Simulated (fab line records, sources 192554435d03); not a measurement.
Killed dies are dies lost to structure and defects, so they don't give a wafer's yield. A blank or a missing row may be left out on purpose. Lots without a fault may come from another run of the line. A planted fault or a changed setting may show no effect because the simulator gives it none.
fab line records | flow n5_finfet
record lots=7 wafers=39
route steps=1938 shown BEOL_M8@1377 BEOL_M10@1533
start_h: hours from the record's first day to the start of the lot's first wafer shown | wait_h: hours since the lot's step before | " the same as in the row above | L1.1+2: a row that stands for several wafers | - no value, or no start given | * or withheld: withheld | < > ~ a bound
route shown NAME@n: a module of which the file shows steps, and the number in the route of the first | usual: mean/standard deviation of fault-free wafers | same: alike in all rows | chamber/n: place in a boat | sites: the reading at each site | _std_site: their standard deviation | _edge_site: outer sites' mean less inner sites' | radius_mm: how far each site lies from the wafer's centre | mask NAME#n: copy n | behind: the tool/chamber that last shaped the wafer | hold: why the lot was held/for how many hours/how that ended | device: the transistor (n, p or np) that didn't switch | end of line: the same wafers' tests at the end of the route | a step without rows: its recipe alone | killed: dies lost to structure and defects at the first sort, not the wafer's yield | map: a wafer's dies, x killed, . not, _ none there
set.NAME: the setting as run; set.NAME@STEP: as run at that earlier step | model.NAME: the simulator's own value behind a step, which no gauge read
lots whose settings were changed on purpose; a table a step, a row a wafer
## steps
# step N5_BEOL_M8_TRENCH_ETCH_37
# recipe chemistry=C4F6/O2 target_depth_a=934.78 target=SiCOH_lowk time_s=31.2 ion_energy_ev=250 pressure_mtorr=30 source_w=345 bias_w=185 Ar_flow_sccm=300 C4F6_flow_sccm=10 O2_flow_sccm=10
# columns lot.wafer tool chamber start_h wait_h set.target_depth_a model.etch.depth_nm model.BEOL_M8.feature_depth_nm model.TiN_of_BEOL_M8_HM_DEP_02.thk_nm
L075.1 rie_diel-03 0 - - 1393 137 137 15.8
L075.2 " 3 " " 934.78 95.34 95.4 17.4
L075.3 " 1 " " 1393 138.3 138.4 16
L075.4 " 0 " " 1393 135.3 135.2 16.2
L075.5 " 3 " " 934.78 95.65 95.6 17
L075.6 " 1 " " 934.78 92.57 92.6 17.4
L077.1 rie_diel-05 3 - - 1387 140.8 140.8 16
L077.2 " 1 " " 1387 137.5 137.4 15.8
L077.3 " 0 " " 934.78 93.1 93 17.2
L077.4 " 2 " " 1387 139.7 139.6 15.8
L077.5 " 3 " " 934.78 95.65 95.6 17
L077.6 " 0 " " 934.78 93.76 93.8 17
L078.1 rie_diel-02 2 - - 934.78 95.21 95.2 17.4
L078.2 " 1 " " 934.78 92.61 92.6 17.2
L078.3 " 3 " " 934.78 94.31 94.4 17
L078.4 " 0 " " 934.78 94.44 94.4 17.4
L078.5 " 1 " " 934.78 92.89 92.8 17.8
L078.6 " 2 " " 934.78 96.18 96.2 17.4
L083.1 rie_diel-03 3 - - 934.78 94.22 94.2 17.2
L083.2 " 1 " " 934.78 92.41 92.4 17
L083.3 " 0 " " 934.78 95.12 95.2 17
L083.4 " 2 " " 934.78 94.93 95 17
L083.5 " 1 " " 934.78 91.3 91.4 17.2
L083.6 " 0 " " 934.78 94.51 94.6 17
L082.1 rie_diel-05 1 - - 934.78 92.84 92.8 17.2
L082.2 " 2 " " 934.78 92.8 92.8 17
L082.3 " 3 " " 934.78 94.29 94.2 17.4
L082.4 " 2 " " 934.78 93.11 93.2 17.4
L082.5 " 1 " " 934.78 92.85 92.8 16.8
L082.6 " 3 " " 934.78 95.35 95.4 17
L085.1 rie_diel-05 0 - - 685.9 71.24 71.2 18.2
L085.2 " 2 " " 685.9 69.39 69.4 17.8
L085.3 " 3 " " 685.9 69.58 69.6 18
L085.4 " 0 " " 934.78 95.81 95.8 17.2
L085.5 " 3 " " 934.78 94.96 95 17.4
L085.6 " 2 " " 934.78 93.95 94 17.2
L091.2 rie_diel-05 1 - - 934.78 96.7 96.6 17.2
L091.5 " 2 " " 934.78 93.22 93.2 17
L091.6 " 0 " " 934.78 95.46 95.4 16.8
# step N5_BEOL_M8_ETCH_41
# recipe chemistry=CH3F/O2 target=SiCN target_depth_a=319 taper_deg=2 time_s=57.8 ion_energy_ev=120 mask_material=TiN pressure_mtorr=30 source_w=395 bias_w=75 Ar_flow_sccm=150 CH3F_flow_sccm=30 O2_flow_sccm=20
# step N5_BEOL_M8_STRIP_80
# recipe chemistry=N2/H2 time_s=10 power_w=450 temp_c=40 pressure_mtorr=20 rf_frequency_hz=6e+07 bias_power_w=7 n2_flow_sccm=200 h2_flow_sccm=200
# step N5_BEOL_M8_OCD_MEAS_38
# usual trench_depth_nm=94.2/1.6
# columns lot.wafer tool chamber start_h wait_h set.target_depth_a@BEOL_M8_TRENCH_ETCH_37 trench_depth_nm
L075.1 ocd-01 - 209.55 - 1393 136.9
L075.2 " - " " 934.78 95.4
L075.3 " - " " 1393 138.9
L075.4 " - " " 1393 134.7
L075.5 " - " " 934.78 95.4
L075.6 " - " " 934.78 92.7
L077.1 ocd-01 - 228.20 - 1387 141.1
L077.2 " - " " 1387 137.2
L077.3 " - " " 934.78 93.5
L077.4 " - " " 1387 139.8
L077.5 " - " " 934.78 95.5
L077.6 " - " " 934.78 93.5
L078.1 ocd-01 - 233.87 - 934.78 95.2
L078.2 " - " " 934.78 92.5
L078.3 " - " " 934.78 94.1
L078.4 " - " " 934.78 93.9
L078.5 " - " " 934.78 93.0
L078.6 " - " " 934.78 95.8
L083.1 ocd-02 - 259.55 - 934.78 94.3
L083.2 " - " " 934.78 92.5
L083.3 " - " " 934.78 94.7
L083.4 " - " " 934.78 94.9
L083.5 " - " " 934.78 91.7
L083.6 " - " " 934.78 94.9
L082.1 ocd-02 - 269.25 - 934.78 92.5
L082.2 " - " " 934.78 92.8
L082.3 " - " " 934.78 94.8
L082.4 " - " " 934.78 93.1
L082.5 " - " " 934.78 92.8
L082.6 " - " " 934.78 95.1
L085.1 ocd-02 - 283.96 - 685.9 71.5
L085.2 " - " " 685.9 69.5
L085.3 " - " " 685.9 70.0
L085.4 " - " " 934.78 96.1
L085.5 " - " " 934.78 94.8
L085.6 " - " " 934.78 93.8
L091.2 ocd-02 - 306.30 - 934.78 96.4
L091.5 " - " " 934.78 92.7
L091.6 " - " " 934.78 95.7
# step N5_BEOL_M8_HM_STRIP_39
# recipe chemistry=peroxide_tin_strip material=TiN target_depth_a=250 temp_c=50 time_s=158
# step N5_BEOL_M8_SRD_40
# recipe time_s=30 temp_c=23 rinse_liquid=diw dry=ipa_marangoni
# step N5_BEOL_M8_ECD_50
# recipe material=Cu target_thk_a=3000
# step N5_BEOL_M8_ANNEAL_51
# recipe temp_c=225 time_s=90 ambient=N2
# step N5_BEOL_M8_CMP_52
# recipe stop_on=SiCOH_lowk t_overpolish_s=6.9 down_force_psi=1 platen_rpm=50 clearing_platen_down_force_psi=1.5 clearing_platen_rpm=50 post_cmp_clean=cu_alkaline target_thk_nm=80 clearing_platen_pad_velocity_m_s=0.99484 pad_velocity_m_s=0.99484
# columns lot.wafer tool chamber start_h wait_h set.target_depth_a@BEOL_M8_TRENCH_ETCH_37 model.Cu_of_BEOL_M8_ECD_50.thk_nm
L075.4 cmp-01 3 215.33 0.1 1393 121.8
L075.1 " 0 " " 1393 122.6
L075.2 " 1 " " 934.78 81.4
L075.3 " 2 " " 1393 122.8
L075.6 " 3 " " 934.78 78
L075.5 " 0 " " 934.78 82.4
L077.3 cmp-03 0 234.97 0.2 934.78 80.6
L077.2 " 1 " " 1387 124.4
L077.4 " 2 " " 1387 126.2
L077.1 " 3 " " 1387 128.4
L077.5 " 0 " " 934.78 84.2
L077.6 " 1 " " 934.78 81.4
L078.3 cmp-04 1 239.62 0.2 934.78 82
L078.4 " 2 " " 934.78 82.4
L078.2 " 3 " " 934.78 78.6
L078.1 " 0 " " 934.78 83
L078.5 " 1 " " 934.78 79.8
L078.6 " 2 " " 934.78 83.4
L083.4 cmp-01 1 262.52 0.1 934.78 82.4
L083.1+6 " 2 " " 934.78 79.2
L083.2 " 3 " " 934.78 77.8
L083.3 " 0 " " 934.78 81.6
L083.5 " 1 " " 934.78 76.8
L082.3 cmp-03 2 272.98 0.2 934.78 83.6
L082.4 " 3 " " 934.78 81.2
L082.2 " 0 " " 934.78 81.4
L082.1 " 1 " " 934.78 81
L082.6 " 2 " " 934.78 82.6
L082.5 " 3 " " 934.78 80.4
L085.3 cmp-03 3 287.24 0.2 685.9 57.4
L085.1 " 0 " " 685.9 60.2
L085.2 " 1 " " 685.9 56.8
L085.4 " 2 " " 934.78 83
L085.5 " 3 " " 934.78 81.8
L085.6 " 0 " " 934.78 82.2
L091.2 cmp-01 2 309.31 0.6 934.78 81
L091.6 " 1 " " 934.78 80.6
L091.5 " 2 " " 934.78 77.8
# step N5_BEOL_M8_THK_MEAS_53
# recipe thk_meas_gauge=xrf reads=Cu_of_BEOL_M8_ECD_50
# usual M8_THK=80.2/2
# columns lot.wafer tool chamber start_h wait_h set.target_depth_a@BEOL_M8_TRENCH_ETCH_37 M8_THK[nm]
L075.1 film_metro-02 - 215.62 - 1393 121.1
L075.2 " - " " 934.78 80.3
L075.3 " - " " 1393 121.2
L075.4 " - " " 1393 120.3
L075.5 " - " " 934.78 80.9
L075.6 " - " " 934.78 76.6
L077.1 film_metro-01 - 235.26 - 1387 127.3
L077.2 " - " " 1387 123.4
L077.3 " - " " 934.78 80.0
L077.4 " - " " 1387 125.0
L077.5 " - " " 934.78 83.6
L077.6 " - " " 934.78 80.6
L078.1 film_metro-01 - 239.91 - 934.78 82.3
L078.2 " - " " 934.78 77.7
L078.3 " - " " 934.78 81.4
L078.4 " - " " 934.78 81.7
L078.5 " - " " 934.78 78.8
L078.6 " - " " 934.78 82.6
L083.1 film_metro-01 - 262.81 - 934.78 79.2
L083.2 " - " " 934.78 77.8
L083.3 " - " " 934.78 81.7
L083.4 " - " " 934.78 82.4
L083.5 " - " " 934.78 76.9
L083.6 " - " " 934.78 79.4
L082.1 film_metro-01 - 273.28 - 934.78 80.5
L082.2 " - " " 934.78 81.0
L082.3 " - " " 934.78 83.2
L082.4 " - " " 934.78 80.6
L082.5 " - " " 934.78 80.3
L082.6 " - " " 934.78 82.0
L085.1 film_metro-01 - 287.53 - 685.9 60.0
L085.2 " - " " 685.9 56.6
L085.3 " - " " 685.9 57.1
L085.4 " - " " 934.78 82.8
L085.5 " - " " 934.78 81.6
L085.6 " - " " 934.78 82.3
L091.2 film_metro-02 - 309.56 - 934.78 80.0
L091.5 " - " " 934.78 76.9
L091.6 " - " " 934.78 79.6
# step N5_BEOL_M8_PRE_CLEAN_55
# recipe gas=NH3 time_s=15 temp_c=withheld rf_power_w=300
# step N5_BEOL_M8_DEP_56
# recipe material=SiCN target_thk_a=100 temp_c=withheld precursor=3MS/NH3 pressure_torr=3 rf_w=202 time_s=17.5
# step N5_BEOL_M8_RS_MEAS_57
# recipe thk_meas_gauge=four-point-probe reads=Cu_of_BEOL_M8_ECD_50+Co_of_BEOL_M8_CVD_78+TaN_of_BEOL_M8_ALD_77
# usual M8_RS=0.282/0.0079
# columns lot.wafer tool chamber start_h wait_h set.target_depth_a@BEOL_M8_TRENCH_ETCH_37 M8_RS[ohm/sq]
L075.1 film_metro-01 - 215.79 0.1 1393 0.175
L075.2 " - " " 934.78 0.280
L075.3 " - " " 1393 0.175
L075.4 " - " " 1393 0.177
L075.5 " - " " 934.78 0.277
L075.6 " - " " 934.78 0.294
L077.1 film_metro-01 - 235.39 0.1 1387 0.167
L077.2 " - " " 1387 0.173
L077.3 " - " " 934.78 0.283
L077.4 " - " " 1387 0.170
L077.5 " - " " 934.78 0.269
L077.6 " - " " 934.78 0.279
L078.1 film_metro-01 - 240.07 0.1 934.78 0.274
L078.2 " - " " 934.78 0.292
L078.3 " - " " 934.78 0.277
L078.4 " - " " 934.78 0.275
L078.5 " - " " 934.78 0.287
L078.6 " - " " 934.78 0.272
L083.1 film_metro-01 - 262.94 0.1 934.78 0.289
L083.2 " - " " 934.78 0.295
L083.3 " - " " 934.78 0.278
L083.4 " - " " 934.78 0.276
L083.5 " - " " 934.78 0.300
L083.6 " - " " 934.78 0.288
L082.1 film_metro-02 - 273.41 0.1 934.78 0.283
L082.2 " - " " 934.78 0.280
L082.3 " - " " 934.78 0.272
L082.4 " - " " 934.78 0.281
L082.5 " - " " 934.78 0.284
L082.6 " - " " 934.78 0.276
L085.1 film_metro-02 - 287.66 0.1 685.9 0.403
L085.2 " - " " 685.9 0.433
L085.3 " - " " 685.9 0.427
L085.4 " - " " 934.78 0.274
L085.5 " - " " 934.78 0.279
L085.6 " - " " 934.78 0.277
L091.2 film_metro-02 - 309.69 0.1 934.78 0.282
L091.5 " - " " 934.78 0.296
L091.6 " - " " 934.78 0.284
# step N5_BEOL_M10_DEP_56
# recipe material=SiCN target_thk_a=150 temp_c=withheld precursor=3MS/NH3 pressure_torr=3 rf_w=202 time_s=26.5
# columns lot.wafer tool chamber start_h wait_h set.time_s model.SiCN_of_BEOL_M10_DEP_56.thk_nm
L075.1 pecvd-04 0 234.80 0.0 26.5 14.8
L075.2+4 " 1,0 " " 34.26 19.4
L075.3 " 1 " " 34.26 19.6
L075.5 " 0 " " 26.5 15.2
L075.6 " 1 " " 26.5 15.4
L077.1 pecvd-01 2 250.95 0.0 35.79 20
L077.2 " 0 " " 26.5 14.8
L077.3+4 " 1 " " 26.5 15
L077.5 " 2 " " 35.79 20.4
L077.6 " 0 " " 35.79 20.2
L078.1 pecvd-04 2 260.32 0.0 17.13 9.6
L078.2+3 " 1,0 " " 26.5 14.8
L078.4+6 " 2,0 " " 17.13 10
L078.5 " 1 " " 26.5 15.2
L083.1 pecvd-01 1 280.74 0.0 26.5 14.8
L083.2 " 0 " " 41.31 23
L083.3 " 2 " " 41.31 23.2
L083.4 " 1 " " 26.5 15.2
L083.5 " 2 " " 41.31 23.6
L083.6 " 0 " " 26.5 15
L082.1+2 pecvd-02 1,2 288.39 0.0 40.23 22.6
L082.3 " 0 " " 40.23 22
L082.4 " 2 " " 26.5 15.2
L082.5 " 1 " " 26.5 15
L082.6 " 0 " " 26.5 14.8
L085.1 pecvd-02 1 305.92 0.0 26.5 15
L085.2 " 0 " " 26.5 14.8
L085.3+4 " 2 " " 17.96 10.4
L085.5 " 0 " " 17.96 10
L085.6 " 1 " " 26.5 15.2
L091.2 pecvd-04 2 323.39 0.0 26.5 14.8
L091.5 " 0 " " 26.5 15.2
L091.6 " 2 " " 26.5 15
## key
split step=N5_BEOL_M8_TRENCH_ETCH_37 setting=target_depth_a stated=934.78 by=wafer
response step=N5_BEOL_M8_TRENCH_ETCH_37 reading=model.etch.depth_nm change=+0.903 per=1% r=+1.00
response step=N5_BEOL_M8_TRENCH_ETCH_37 reading=model.BEOL_M8.feature_depth_nm change=+0.903 per=1% r=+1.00
response step=N5_BEOL_M8_TRENCH_ETCH_37 reading=model.TiN_of_BEOL_M8_HM_DEP_02.thk_nm change=-0.0256 per=1% r=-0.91
response step=N5_BEOL_M8_OCD_MEAS_38 reading=trench_depth_nm change=+0.902 per=1% r=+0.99
response step=N5_BEOL_M8_CMP_52 reading=model.Cu_of_BEOL_M8_ECD_50.thk_nm change=+0.887 per=1% r=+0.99
response step=N5_BEOL_M8_THK_MEAS_53 reading=M8_THK change=+0.882 per=1% r=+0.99
response step=N5_BEOL_M8_RS_MEAS_57 reading=M8_RS shape=bent at_lowest=0.421 at_stated=0.282 at_highest=0.176
split step=N5_BEOL_M10_DEP_56 setting=time_s stated=26.5 by=wafer
response step=N5_BEOL_M10_DEP_56 reading=model.SiCN_of_BEOL_M10_DEP_56.thk_nm change=+0.146 per=1% r=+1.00
